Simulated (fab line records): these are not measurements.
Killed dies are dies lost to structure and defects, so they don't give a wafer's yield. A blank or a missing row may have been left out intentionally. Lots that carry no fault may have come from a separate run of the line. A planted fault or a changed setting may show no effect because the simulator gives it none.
The same fault as seen by 2 desks | flow n5 finfet | each desk has only its own numbers; what lay behind them comes last

FOR THE TOOL OWNER'S DESK: rie si-06
The tool's own readings at N5_FIN_SAQP_MANDREL_ETCH_58 (etches a-Si in HBr/Cl2, stops on SiNx, target depth 45 nm, bt time 10 s, time 27 s): means of the sampled wafers that have a number, for each lot that ran on this tool. A lot is out of limits, marked OUT, if its mean lies more than 4 standard deviations from the usual mean; the brackets give that distance.
Columns: A = drypump motor current A at N5_FIN_SAQP_MANDREL_ETCH_58, usual 5.36 A; B = oes product au at N5_FIN_SAQP_MANDREL_ETCH_58, usual 0.696 a.u.; C = rf fwd power W at N5_FIN_SAQP_MANDREL_ETCH_58, usual 792.7 W; D = throttle valve pct at N5_FIN_SAQP_MANDREL_ETCH_58, usual 35.7 %
lot  | first seen here | A    | B     | C               | D
L773 | day 2 02:34     | 5.33 | 0.706 | 791.3           | 36.0
L774 | day 2 06:46     | 5.39 | 0.701 | 791.2           | 36.3
L777 | day 3 00:28     | 5.40 | 0.694 | 794.6           | 36.3
L779 | day 3 11:59     | 5.55 | 0.693 | 791.7           | 36.1
L780 | day 3 18:14     | 5.33 | 0.689 | 793.5           | 35.5
L781 | day 4 01:04     | 5.32 | 0.706 | 792.3           | 36.0
L783 | day 4 12:37     | 5.38 | 0.707 | 789.6           | 35.7
L790 | day 6 07:19     | 5.22 | 0.710 | 631.3 (-58) OUT | 35.4
This desk finds L790 out of limits, L790 being first, at day 6 07:19 (rf fwd power W at N5_FIN_SAQP_MANDREL_ETCH_58). L773, L774, L777, L779, L780, L781, L783: within limits.

THE DEFECT DESK
Per lot, the means of the sampled wafers with a number show what the inspections along the route counted. A lot is out of limits, marked OUT, if its mean lies more than 4 standard deviations from the usual mean; the brackets give that distance.
Columns: A = raw defect count at N5_FIN_SAQP_INSPECT_18, usual 450
lot  | first seen here | A
L773 | day 1 23:26     | 434
L774 | day 2 04:25     | 498
L775 | day 2 09:49     | 360
L776 | day 2 16:17     | 427
L777 | day 2 22:07     | 481
L778 | day 3 03:52     | 465
L779 | day 3 09:31     | 465
L780 | day 3 15:43     | 331
L781 | day 3 22:33     | 471
L782 | day 4 05:43     | 522
L783 | day 4 10:14     | 600
L790 | day 6 04:38     | 353
This desk's finding: nothing out of limits on any of the 12 lots.

ALL TOGETHER
An alarm could have come from the tool owner's desk at day 6 07:19, on L790.
The defect desk saw nothing out of limits.
The defect desk has L790 on record, within its limits.
The lots listed all ran N5_FIN_SAQP_MANDREL_ETCH_58 on rie si-06.

WHAT HAD BEEN PUT IN BY THE SIMULATOR
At N5_FIN_SAQP_MANDREL_ETCH_58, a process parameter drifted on rie si-06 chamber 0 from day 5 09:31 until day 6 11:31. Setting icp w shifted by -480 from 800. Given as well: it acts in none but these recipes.
Struck lots among those shown: L790.
Each desk's first reading out of limits, in hours after the fault started: the tool owner's desk, 22.
